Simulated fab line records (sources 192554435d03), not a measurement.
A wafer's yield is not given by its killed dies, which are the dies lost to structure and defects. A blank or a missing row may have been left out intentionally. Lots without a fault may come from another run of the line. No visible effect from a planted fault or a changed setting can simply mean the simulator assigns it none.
Chamber matching | flow n5-finfet | N5_MOL_CONTACT_COAG_ETCH_90 on rie-diel-04 has 4 sister chambers
The step etches SiARC in CF4, target depth 13 nm, time 21.7 s. 4 wafers are shown with their chamber, then 6 later ones without.

== WAFERS PAIRED WITH THEIR CHAMBERS ==
wafer  | chamber | throttle-valve-pct (%)
L394.5 | 3       | 15.94
L395.5 | 1       | 15.62
L397.4 | 0       | 16.06
L397.5 | 2       | 15.38

== WAFERS WITHOUT THEIR CHAMBER ==
wafer  | throttle-valve-pct (%)
L398.1 | 16.06
L398.3 | 15.37
L398.5 | 15.39
L414.3 | 15.24
L414.5 | 16.04
L414.6 | 15.46

== EACH ONE'S CHAMBER ==
wafer  | from the rows above     | in truth
L398.1 | can't be placed: 0 or 3 | 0
L398.3 | 2                       | 2
L398.5 | 2                       | 2
L414.3 | 2                       | 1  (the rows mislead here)
L414.5 | can't be placed: 0 or 3 | 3
L414.6 | can't be placed: 2 or 1 | 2
Correctly placed: 2 of 6. These rows do not allow placing 3 (true chamber among the candidates in 3). Placed wrongly: 1.
How it was worked out, from the rows above alone: a wafer's distance from a chamber is the root of the sum, over the readings, of the square of ((its reading less the chamber's mean) divided by the reading's scatter). The wafer belongs to the nearest chamber; if the next one is less than 2 further off, it can't be placed. Each chamber's mean is taken over the wafers shown for it. The scatter: root of mean squared gap, hidden wafer to nearest shown wafer, with one shown wafer a chamber.
